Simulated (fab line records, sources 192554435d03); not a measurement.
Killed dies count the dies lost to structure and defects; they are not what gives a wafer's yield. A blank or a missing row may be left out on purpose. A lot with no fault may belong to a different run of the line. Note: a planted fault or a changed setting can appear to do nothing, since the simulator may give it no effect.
Which of the tools did it?    flow n5Finfet    63 wafers from 21 lots sampled at 6 of the route's 1938 steps

WHAT EACH GAUGE READ, for each wafer
The record holds no reading of a measuring or inspecting step that can be judged against a usual standard deviation.

WHICH TOOL RAN EACH LOT (tool, then ch and the chambers of the sampled wafers, then the start)
lot   N5_BEOL_M15_VIA_ETCH_16            N5_BEOL_M15_STRIP_64                          N5_BEOL_M15_STRIP_36               N5_BEOL_M15_ETCH_38                           N5_BEOL_M15_PRE_CLEAN_42     N5_MIM_BOT_SPUTTER_00
L076  rieDiel-05 ch 0,1,3, day 11 17:38  rieDiel-05 ch 0,1,3, day 11 19:44 or earlier  rieDiel-05 ch 0,1,3, day 11 19:44  rieDiel-05 ch 0,1,3, day 11 20:35 or earlier  pvdSputter-03, day 11 20:35  pvdSputter-02, day 12 00:52
L074  rieDiel-01 ch 0,1, day 11 17:38    rieDiel-01 ch 0,1, day 11 20:35 or earlier    rieDiel-01 ch 0,2, day 11 20:35    rieDiel-01 ch 0,2, day 12 00:02 or earlier    pvdSputter-02, day 12 00:02  pvdSputter-01, day 12 03:37
L077  rieDiel-04 ch 0,1,2, day 12 13:35  rieDiel-04 ch 0,1,2, day 12 17:33 or earlier  rieDiel-05 ch 0,1,2, day 12 17:33  rieDiel-05 ch 0,1,2, day 12 18:08 or earlier  pvdSputter-03, day 12 18:08  pvdSputter-03, day 12 20:59
L079  rieDiel-05 ch 1,2, day 12 22:35    rieDiel-05 ch 1,2, day 13 04:22 or earlier    rieDiel-04 ch 1,2,3, day 13 04:22  rieDiel-04 ch 1,2,3, day 13 05:04 or earlier  pvdSputter-01, day 13 05:04  pvdSputter-03, day 13 08:25
L080  rieDiel-05 ch 1,2, day 13 01:55    rieDiel-05 ch 1,2, day 13 05:22 or earlier    rieDiel-04 ch 2,3, day 13 05:22    rieDiel-04 ch 2,3, day 13 06:10 or earlier    pvdSputter-01, day 13 06:10  pvdSputter-03, day 13 09:04
L081  rieDiel-05 ch 1,2, day 13 13:25    rieDiel-05 ch 1,2, day 13 15:32 or earlier    rieDiel-05 ch 0,1,2, day 13 15:32  rieDiel-05 ch 0,1,2, day 13 17:34 or earlier  pvdSputter-02, day 13 17:34  pvdSputter-02, day 13 21:02
L083  rieDiel-04 ch 1,2, day 13 17:13    rieDiel-04 ch 1,2, day 13 20:56 or earlier    rieDiel-01 ch 0,1,2, day 13 20:56  rieDiel-01 ch 0,1,2, day 13 21:28 or earlier  pvdSputter-01, day 13 21:28  pvdSputter-01, day 14 00:59
L082  rieDiel-04 ch 0,1,2, day 13 17:37  rieDiel-04 ch 0,1,2, day 13 21:11 or earlier  rieDiel-01 ch 0,1,3, day 13 21:11  rieDiel-01 ch 0,1,3, day 13 21:49 or earlier  pvdSputter-02, day 13 21:49  pvdSputter-01, day 14 03:32
L084  rieDiel-04 ch 1,2, day 14 00:21    rieDiel-04 ch 1,2, day 14 03:40 or earlier    rieDiel-01 ch 0,1,3, day 14 03:40  rieDiel-01 ch 0,1,3, day 14 04:13 or earlier  pvdSputter-03, day 14 04:13  pvdSputter-02, day 14 07:26
L085  rieDiel-04 ch 1,2,3, day 15 01:04  rieDiel-04 ch 1,2,3, day 15 05:56 or earlier  rieDiel-01 ch 0,1,2, day 15 05:56  rieDiel-01 ch 0,1,2, day 15 06:27 or earlier  pvdSputter-03, day 15 06:27  pvdSputter-01, day 15 09:29
L086  rieDiel-01 ch 0,2,3, day 15 03:08  rieDiel-01 ch 0,2,3, day 15 06:29 or earlier  rieDiel-05 ch 0,3, day 15 06:29    rieDiel-05 ch 0,3, day 15 06:58 or earlier    pvdSputter-03, day 15 06:58  pvdSputter-01, day 15 09:36
L088  rieDiel-04 ch 1,2, day 15 03:32    rieDiel-04 ch 1,2, day 15 06:32 or earlier    rieDiel-04 ch 1,2,3, day 15 06:32  rieDiel-04 ch 1,2,3, day 15 08:53 or earlier  pvdSputter-02, day 15 08:53  pvdSputter-03, day 15 13:47
L091  rieDiel-01 ch 0,1,3, day 15 04:31  rieDiel-01 ch 0,1,3, day 15 06:34 or earlier  rieDiel-01 ch 1,2,3, day 15 06:34  rieDiel-01 ch 1,2,3, day 15 09:10 or earlier  pvdSputter-01, day 15 09:10  pvdSputter-03, day 15 14:26
L087  rieDiel-04 ch 0,1, day 15 04:35    rieDiel-04 ch 0,1, day 15 09:05 or earlier    rieDiel-01 ch 0,1,3, day 15 09:05  rieDiel-01 ch 0,1,3, day 15 09:37 or earlier  pvdSputter-03, day 15 09:37  pvdSputter-03, day 15 14:33
L090  rieDiel-05 ch 0,1,2, day 15 11:55  rieDiel-05 ch 0,1,2, day 15 15:36 or earlier  rieDiel-01 ch 0,2,3, day 15 15:36  rieDiel-01 ch 0,2,3, day 15 16:04 or earlier  pvdSputter-02, day 15 16:04  pvdSputter-02, day 15 19:00
L089  rieDiel-01 ch 0,3, day 15 18:06    rieDiel-01 ch 0,3, day 15 21:35 or earlier    rieDiel-05 ch 0,1, day 15 21:35    rieDiel-05 ch 0,1, day 15 22:15 or earlier    pvdSputter-01, day 15 22:15  pvdSputter-01, day 16 01:05
L094  rieDiel-05 ch 1,2,3, day 16 09:50  rieDiel-05 ch 1,2,3, day 16 12:46 or earlier  rieDiel-05 ch 0,2,3, day 16 12:46  rieDiel-05 ch 0,2,3, day 16 13:29 or earlier  pvdSputter-01, day 16 13:29  pvdSputter-01, day 16 19:53
L092  rieDiel-05 ch 0,1,2, day 16 13:06  rieDiel-05 ch 0,1,2, day 16 19:46 or earlier  rieDiel-05 ch 0,1,2, day 16 19:46  rieDiel-05 ch 0,1,2, day 16 20:23 or earlier  pvdSputter-01, day 16 20:23  pvdSputter-03, day 16 23:12
L095  rieDiel-04 ch 0,1, day 16 15:34    rieDiel-04 ch 0,1, day 16 19:52 or earlier    rieDiel-01 ch 0,1,3, day 16 19:52  rieDiel-01 ch 0,1,3, day 16 20:26 or earlier  pvdSputter-02, day 16 20:26  pvdSputter-02, day 16 23:12
L093  rieDiel-05 ch 1,2, day 16 16:25    rieDiel-05 ch 1,2, day 16 20:02 or earlier    rieDiel-05 ch 0,2,3, day 16 20:02  rieDiel-05 ch 0,2,3, day 16 20:48 or earlier  pvdSputter-02, day 16 20:48  pvdSputter-03, day 17 02:20
L097  rieDiel-05 ch 1,2,3, day 17 06:02  rieDiel-05 ch 1,2,3, day 17 11:01 or earlier  rieDiel-04 ch 1,2, day 17 11:01    rieDiel-04 ch 1,2, day 17 11:46 or earlier    pvdSputter-02, day 17 11:46  pvdSputter-02, day 17 15:43
- N5_BEOL_M15_VIA_ETCH_16: etches SiO2 in C4F8/O2/Ar, target depth 1792.2 nm.
- N5_BEOL_M15_STRIP_64: strips in O2.
- N5_BEOL_M15_STRIP_36: strips in O2.
- N5_BEOL_M15_ETCH_38: etches SiCN in CF4/N2, target depth 106.4 nm, time 120.5 s.
- N5_BEOL_M15_PRE_CLEAN_42: time 30 s.
- N5_MIM_BOT_SPUTTER_00: material TiN, target thk 35 nm, time 89.7 s.

WHAT THE TOOLS THEMSELVES READ (means of the sampled wafers that have a number; where no wafer has one, the mark that the record gives instead)
N5_BEOL_M15_VIA_ETCH_16. Usual: biasW is 2040 W with standard deviation 7, drypumpMotorCurrentA is 5.8 A with standard deviation 0.39, mfcArSccm is 399.9 sccm with standard deviation 1.2, oesProductAu is 0.71 a.u. with standard deviation 0.056, rfVppV is 2221 V with standard deviation 39, showerheadPlenumPTorr is 3.47 Torr with standard deviation 0.1, and throttleValvePct is 30.89 % with standard deviation 0.2.
lot   tool        biasW (W)  drypumpMotorCurrentA (A)  mfcArSccm (sccm)  oesProductAu (a.u.)  rfVppV (V)  showerheadPlenumPTorr (Torr)  throttleValvePct (%)  flag
L076  rieDiel-05  2043       6.1                       399.1             0.72                 2206        3.44                          30.90                 
L074  rieDiel-01  2041       6.2                       400.1             0.70                 2188        3.41                          30.78                 
L077  rieDiel-04  2034       5.5                       401.0             0.73                 2220        3.56                          30.81                 
L079  rieDiel-05  2041       5.6                       400.5             0.69                 2258        3.40                          31.03                 
L080  rieDiel-05  2046       5.6                       400.5             0.69                 2258        3.40                          31.04                 
L081  rieDiel-05  2043       5.8                       400.1             0.68                 2230        3.36                          31.12                 
L083  rieDiel-04  2041       5.6                       398.8             0.77                 2251        3.62                          30.72                 
L082  rieDiel-04  2036       5.5                       400.3             0.72                 2219        3.55                          30.81                 
L084  rieDiel-04  2035       5.7                       399.8             0.75                 2252        3.62                          30.71                 
L085  rieDiel-04  2036       5.7                       399.2             0.75                 2243        3.61                          30.79                 
L086  rieDiel-01  2041       5.7                       400.6             0.65                 2203        3.43                          30.93                 
L088  rieDiel-04  2038       5.7                       400.3             0.75                 2249        3.62                          30.71                 
L091  rieDiel-01  2042       6.2                       399.3             0.66                 2199        3.43                          30.83                 
L087  rieDiel-04  2037       5.4                       398.7             0.67                 2188        3.48                          30.92                 
L090  rieDiel-05  2038       5.8                       399.1             0.70                 2245        3.41                          31.02                 
L089  rieDiel-01  2039       6.0                       399.3             0.65                 2212        3.46                          30.83                 
L094  rieDiel-05  2040       5.9                       400.8             0.72                 2217        3.41                          30.87                 
L092  rieDiel-05  2039       5.8                       398.4             0.69                 2244        3.40                          31.02                 
L095  rieDiel-04  2040       5.4                       399.0             0.66                 2186        3.47                          30.94                 
L093  rieDiel-05  2029       5.6                       398.7             0.66                 2256        3.38                          31.06                 
L097  rieDiel-05  2038       5.9                       399.7             0.71                 2215        3.40                          30.87                 

N5_BEOL_M15_STRIP_64. Usual: drypumpMotorCurrentA 5.7 A, standard deviation 0.38; oesProductAu 0.79 a.u., standard deviation 0.064; rfVppV 3.6 V, standard deviation 0.46; showerheadPlenumPTorr 2.12 Torr, standard deviation 0.075; throttleValvePct 16.68 %, standard deviation 0.19.
lot   tool        drypumpMotorCurrentA (A)  oesProductAu (a.u.)  rfVppV (V)  showerheadPlenumPTorr (Torr)  throttleValvePct (%)  flag
L076  rieDiel-05  6.1                       0.79                 3.7         2.10                          16.72                 
L074  rieDiel-01  6.2                       0.79                 3.4         2.07                          16.47                 
L077  rieDiel-04  5.5                       0.81                 4.1         2.17                          16.56                 
L079  rieDiel-05  5.6                       0.76                 3.6         2.07                          16.88                 
L080  rieDiel-05  5.6                       0.76                 3.2         2.07                          16.89                 
L081  rieDiel-05  5.8                       0.75                 3.6         2.05                          16.86                 
L083  rieDiel-04  5.7                       0.84                 3.6         2.22                          16.46                 
L082  rieDiel-04  5.5                       0.81                 3.5         2.17                          16.57                 
L084  rieDiel-04  5.7                       0.85                 3.7         2.21                          16.46                 
L085  rieDiel-04  5.7                       0.82                 3.4         2.22                          16.55                 
L086  rieDiel-01  5.8                       0.73                 3.1         2.09                          16.77                 
L088  rieDiel-04  5.7                       0.83                 4.0         2.21                          16.49                 
L091  rieDiel-01  6.1                       0.74                 3.4         2.08                          16.59                 
L087  rieDiel-04  5.3                       0.75                 3.6         2.11                          16.70                 
L090  rieDiel-05  5.8                       0.78                 4.1         2.08                          16.83                 
L089  rieDiel-01  6.0                       0.73                 4.3         2.11                          16.70                 
L094  rieDiel-05  5.9                       0.80                 4.1         2.08                          16.70                 
L092  rieDiel-05  5.8                       0.77                 3.8         2.08                          16.86                 
L095  rieDiel-04  5.4                       0.74                 3.8         2.11                          16.71                 
L093  rieDiel-05  5.6                       0.74                 3.9         2.06                          16.94                 
L097  rieDiel-05  5.9                       0.80                 2.9         2.07                          16.72                 

N5_BEOL_M15_STRIP_36. Usual: drypumpMotorCurrentA 5.9 A, standard deviation 0.38; oesProductAu 0.78 a.u., standard deviation 0.066; rfVppV 3.7 V, standard deviation 1; showerheadPlenumPTorr 2.10 Torr, standard deviation 0.067; throttleValvePct 16.67 %, standard deviation 0.19.
lot   tool        drypumpMotorCurrentA (A)  oesProductAu (a.u.)  rfVppV (V)  showerheadPlenumPTorr (Torr)  throttleValvePct (%)  flag
L076  rieDiel-05  6.1                       0.79                 4.3         2.10                          16.70                 
L074  rieDiel-01  5.8                       0.74                 3.5         2.12                          16.74                 
L077  rieDiel-05  5.8                       0.79                 2.7         2.09                          16.79                 
L079  rieDiel-04  5.7                       0.85                 3.1         2.23                          16.53                 
L080  rieDiel-04  5.6                       0.88                 3.8         2.23                          16.40                 
L081  rieDiel-05  5.8                       0.79                 2.3         2.09                          16.81                 
L083  rieDiel-01  5.9                       0.75                 3.8         2.07                          16.66                 
L082  rieDiel-01  6.1                       0.75                 2.4         2.08                          16.59                 
L084  rieDiel-01  6.1                       0.75                 4.7         2.08                          16.58                 
L085  rieDiel-01  5.8                       0.75                 3.8         2.06                          16.68                 
L086  rieDiel-05  6.1                       0.92                 4.0         2.13                          16.41                 
L088  rieDiel-04  5.7                       0.83                 4.4         2.22                          16.56                 
L091  rieDiel-01  5.8                       0.75                 3.3         2.04                          16.65                 
L087  rieDiel-01  6.1                       0.74                 3.2         2.08                          16.61                 
L090  rieDiel-01  5.8                       0.73                 3.7         2.09                          16.77                 
L089  rieDiel-05  6.0                       0.81                 4.4         2.10                          16.75                 
L094  rieDiel-05  5.8                       0.83                 4.0         2.12                          16.66                 
L092  rieDiel-05  5.8                       0.77                 4.5         2.08                          16.85                 
L095  rieDiel-01  6.1                       0.73                 3.5         2.08                          16.62                 
L093  rieDiel-05  5.8                       0.83                 3.7         2.12                          16.68                 
L097  rieDiel-04  5.8                       0.80                 4.6         2.20                          16.64                 

N5_BEOL_M15_ETCH_38. Usual: biasW 70.00 W, standard deviation 0.22; drypumpMotorCurrentA 5.9 A, standard deviation 0.38; mfcArSccm 100.0 sccm, standard deviation 0.3; n2FlowSccm 60.01 sccm, standard deviation 0.18; oesProductAu 0.77 a.u., standard deviation 0.063; rfVppV 382.5 V, standard deviation 1.8; showerheadPlenumPTorr 2.21 Torr, standard deviation 0.063; throttleValvePct 15.44 %, standard deviation 0.16.
lot   tool        biasW (W)  drypumpMotorCurrentA (A)  mfcArSccm (sccm)  n2FlowSccm (sccm)  oesProductAu (a.u.)  rfVppV (V)  showerheadPlenumPTorr (Torr)  throttleValvePct (%)  flag
L076  rieDiel-05  70.14      6.1                       100.2             59.90              0.78                 382.2       2.22                          15.50                 
L074  rieDiel-01  69.83      5.8                       99.5              60.17              0.74                 382.5       2.22                          15.46                 
L077  rieDiel-05  69.90      5.8                       100.0             60.06              0.79                 382.2       2.20                          15.53                 
L079  rieDiel-04  70.15      5.7                       99.8              60.24              0.85                 385.0       2.33                          15.26                 
L080  rieDiel-04  70.14      5.6                       100.1             60.05              0.87                 385.4       2.34                          15.17                 
L081  rieDiel-05  69.99      5.8                       100.0             60.00              0.78                 382.1       2.20                          15.56                 
L083  rieDiel-01  70.04      5.9                       99.8              60.16              0.75                 381.1       2.18                          15.43                 
L082  rieDiel-01  70.16      6.1                       99.9              59.98              0.75                 381.7       2.20                          15.38                 
L084  rieDiel-01  70.18      6.1                       100.0             59.98              0.74                 382.9       2.20                          15.40                 
L085  rieDiel-01  70.12      5.9                       99.8              59.93              0.74                 380.8       2.17                          15.45                 
L086  rieDiel-05  70.05      6.1                       100.3             60.01              0.91                 383.6       2.25                          15.20                 
L088  rieDiel-04  70.04      5.7                       99.7              60.19              0.83                 385.6       2.33                          15.30                 
L091  rieDiel-01  69.91      5.8                       100.3             59.97              0.75                 380.7       2.16                          15.46                 
L087  rieDiel-01  70.07      6.2                       100.0             60.01              0.73                 381.3       2.20                          15.41                 
L090  rieDiel-01  70.07      5.7                       99.9              60.10              0.72                 381.6       2.19                          15.52                 
L089  rieDiel-05  69.81      6.0                       99.8              60.07              0.79                 381.5       2.20                          15.49                 
L094  rieDiel-05  69.95      5.8                       100.0             59.95              0.83                 383.0       2.23                          15.41                 
L092  rieDiel-05  70.05      5.8                       100.1             59.96              0.76                 382.4       2.19                          15.60                 
L095  rieDiel-01  70.30      6.1                       100.3             59.99              0.72                 381.8       2.19                          15.44                 
L093  rieDiel-05  70.15      5.8                       100.1             59.97              0.82                 381.7       2.23                          15.43                 
L097  rieDiel-04  69.89      5.7                       99.9              59.81              0.80                 384.7       2.32                          15.43                 

N5_BEOL_M15_PRE_CLEAN_42. Usual: heaterPowerW 449 W, standard deviation 52.
lot   tool           heaterPowerW (W)  flag
L076  pvdSputter-03  465               
L074  pvdSputter-02  465               
L077  pvdSputter-03  468               
L079  pvdSputter-01  456               
L080  pvdSputter-01  462               
L081  pvdSputter-02  466               
L083  pvdSputter-01  463               
L082  pvdSputter-02  465               
L084  pvdSputter-03  460               
L085  pvdSputter-03  423               
L086  pvdSputter-03  414               
L088  pvdSputter-02  464               
L091  pvdSputter-01  458               
L087  pvdSputter-03  483               
L090  pvdSputter-02  474               
L089  pvdSputter-01  461               
L094  pvdSputter-01  446               
L092  pvdSputter-01  471               
L095  pvdSputter-02  467               
L093  pvdSputter-02  514               
L097  pvdSputter-02  433               

N5_MIM_BOT_SPUTTER_00. Usual: cathodeDcPowerW 3000.0 W, standard deviation 0.58; throttleValvePct 30.1 %, standard deviation 0.64.
lot   tool           cathodeDcPowerW (W)  throttleValvePct (%)  flag
L076  pvdSputter-02  2999.6               29.9                  
L074  pvdSputter-01  2999.9               30.3                  
L077  pvdSputter-03  3000.3               30.5                  
L079  pvdSputter-03  3000.0               29.9                  
L080  pvdSputter-03  2999.8               29.9                  
L081  pvdSputter-02  3000.0               30.5                  
L083  pvdSputter-01  2999.8               29.6                  
L082  pvdSputter-01  3000.2               29.9                  
L084  pvdSputter-02  2999.9               29.9                  
L085  pvdSputter-01  2999.6               30.0                  
L086  pvdSputter-01  2999.7               30.4                  
L088  pvdSputter-03  3000.3               29.8                  
L091  pvdSputter-03  2999.5               29.8                  
L087  pvdSputter-03  3000.3               30.6                  
L090  pvdSputter-02  3000.4               30.3                  
L089  pvdSputter-01  3000.6               29.9                  
L094  pvdSputter-01  3000.1               29.9                  
L092  pvdSputter-03  2999.3               29.9                  
L095  pvdSputter-02  3000.0               29.8                  
L093  pvdSputter-03  3000.5               29.2                  
L097  pvdSputter-02  3000.1               30.0                  

THE ANSWER, worked out from the rows above alone
Rule: take the mean of a lot's wafers that have a number; if it is more than 3 standard deviations from the usual mean, the lot is off. A lot without any number at a reading at which 4 lots or more have one is off too. Where the step has rows for the other lots, those lots are counted as sound. Order of review: gauges by route order, followed by the tools' own readings, for which a lot's mean as printed above is used. At the first step where some lot is off, the reading lying furthest off is the one used; lots without a number count as furthest.
Nothing can be told from this: no lot is off at any reading shown.

WHAT THE SIMULATOR PUT IN
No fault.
